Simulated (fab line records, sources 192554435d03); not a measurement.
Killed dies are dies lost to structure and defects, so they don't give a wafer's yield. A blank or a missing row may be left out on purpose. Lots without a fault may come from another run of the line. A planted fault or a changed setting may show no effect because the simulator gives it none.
Chamber matching | flow n5_finfet | N5_MOL_CONTACT_COAG_ETCHBACK_132 on rie_diel-01: 4 sister chambers
The step etches SiO2 in CHF3, target depth 10 nm, time 6.7 s. 4 wafers are shown with their chamber, then 7 later ones without.

WAFERS WITH THEIR CHAMBER
wafer  | chamber | showerhead_plenum_p_Torr (Torr)
L079.1 | 2       | 2.47
L085.4 | 1       | 2.34
L086.1 | 3       | 2.46
L086.3 | 0       | 2.32

WAFERS WITHOUT THEIR CHAMBER
wafer  | showerhead_plenum_p_Torr (Torr)
L086.4 | 2.34
L088.2 | 2.46
L088.3 | 2.34
L088.5 | 2.33
L093.3 | 2.33
L093.5 | 2.45
L093.6 | 2.46

WHICH CHAMBER EACH WENT THROUGH
wafer  | from the rows above     | in truth
L086.4 | 1                       | 1
L088.2 | can't be placed: 3 or 2 | 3
L088.3 | 1                       | 1
L088.5 | can't be placed: 1 or 0 | 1
L093.3 | can't be placed: 1 or 0 | 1
L093.5 | can't be placed: 3 or 2 | 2
L093.6 | can't be placed: 3 or 2 | 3
Placed correctly: 2 of 7. Can't be placed from these rows: 5 (the true chamber is among the candidates in 5). Placed wrongly: 0.
How it was worked out, from the rows above alone: a wafer's distance from a chamber is the root of the sum, over the readings, of the square of ((its reading less the chamber's mean) divided by the reading's scatter). The wafer belongs to the nearest chamber; if the next one is less than 2 further off, it can't be placed. A chamber's mean is the mean of its shown wafers. The scatter: with one shown wafer a chamber, the root of the mean of the squares of how far each hidden wafer lies from its nearest shown one.
